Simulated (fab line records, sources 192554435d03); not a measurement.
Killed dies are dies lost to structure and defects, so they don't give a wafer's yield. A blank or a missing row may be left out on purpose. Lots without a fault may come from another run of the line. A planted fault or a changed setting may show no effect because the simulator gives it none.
Chamber matching | flow n5_finfet | N5_BEOL_M9_PECVD_70 on pecvd-03: 3 sister chambers
The step deposits SiO2 from TEOS/O2, target thk 20 nm, time 22.7 s. 18 wafers are shown with their chamber, then 9 later ones without.

WAFERS WITH THEIR CHAMBER
wafer  | chamber | showerhead_plenum_p_Torr (Torr) | heater_power_w (W) | throttle_valve_pct (%)
L074.2 | 0       | 8.73                            | 674                | 21.7
L074.4 | 2       | 8.77                            | 892                | 21.1
L074.6 | 1       | 8.71                            | 732                | 21.7
L075.2 | 0       | 8.71                            | 793                | 21.7
L075.4 | 1       | 8.71                            | 732                | 21.6
L075.5 | 2       | 8.77                            | 869                | 21.1
L076.3 | 0       | 8.73                            | 726                | 22.0
L076.4 | 2       | 8.78                            | 848                | 21.2
L076.5 | 1       | 8.69                            | 654                | 21.4
L080.1 | 1       | 8.70                            | 735                | 21.4
L080.2 | 2       | 8.78                            | 857                | 21.2
L080.4 | 2       | 8.77                            | 893                | 21.1
L083.1 | 1       | 8.72                            | 721                | 21.8
L083.3 | 2       | 8.77                            | 953                | 21.3
L083.5 | 1       | 8.68                            | 720                | 21.3
L089.2 | 0       | 8.73                            | 739                | 21.8
L089.3 | 1       | 8.70                            | 694                | 21.6
L089.5 | 0       | 8.71                            | 733                | 21.9

SIGNATURES (means of the wafers above)
reading                  | chamber 0 | chamber 1 | chamber 2 | scatter within a chamber
showerhead_plenum_p_Torr | 8.7220    | 8.7014    | 8.7733    | 0.0106
heater_power_w           | 733.00    | 712.57    | 885.33    | 36
throttle_valve_pct       | 21.820    | 21.543    | 21.167    | 0.141
Rule: a wafer's distance from a chamber is the root of the sum, over the readings, of the square of ((its reading less the chamber's mean) divided by the reading's scatter). The wafer belongs to the nearest chamber; if the next one is less than 2 further off, it can't be placed. The scatter: the root of (the sum of the squares of (reading less its chamber's mean) over the shown wafers, divided by (wafers less chambers)).

WAFERS WITHOUT THEIR CHAMBER
wafer  | showerhead_plenum_p_Torr (Torr) | heater_power_w (W) | throttle_valve_pct (%)
L090.4 | 8.77                            | 823                | 21.6
L090.5 | 8.72                            | 705                | 22.1
L090.6 | 8.70                            | 602                | 21.8
L094.1 | 8.72                            | 650                | 21.9
L094.2 | 8.78                            | 952                | 21.3
L094.6 | 8.77                            | 939                | 21.5
L093.1 | 8.72                            | 769                | 21.9
L093.2 | 8.70                            | 702                | 21.5
L093.6 | 8.73                            | 734                | 21.7

WHICH CHAMBER EACH WENT THROUGH
wafer  | from the rows above     | in truth
L090.4 | can't be placed: 2 or 0 | 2
L090.5 | 0                       | 0
L090.6 | can't be placed: 1 or 0 | 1
L094.1 | can't be placed: 0 or 1 | 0
L094.2 | 2                       | 2
L094.6 | 2                       | 2
L093.1 | 0                       | 0
L093.2 | 1                       | 1
L093.6 | can't be placed: 0 or 1 | 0
Placed correctly: 5 of 9. Can't be placed from these rows: 4 (the true chamber is among the candidates in 4). Placed wrongly: 0.
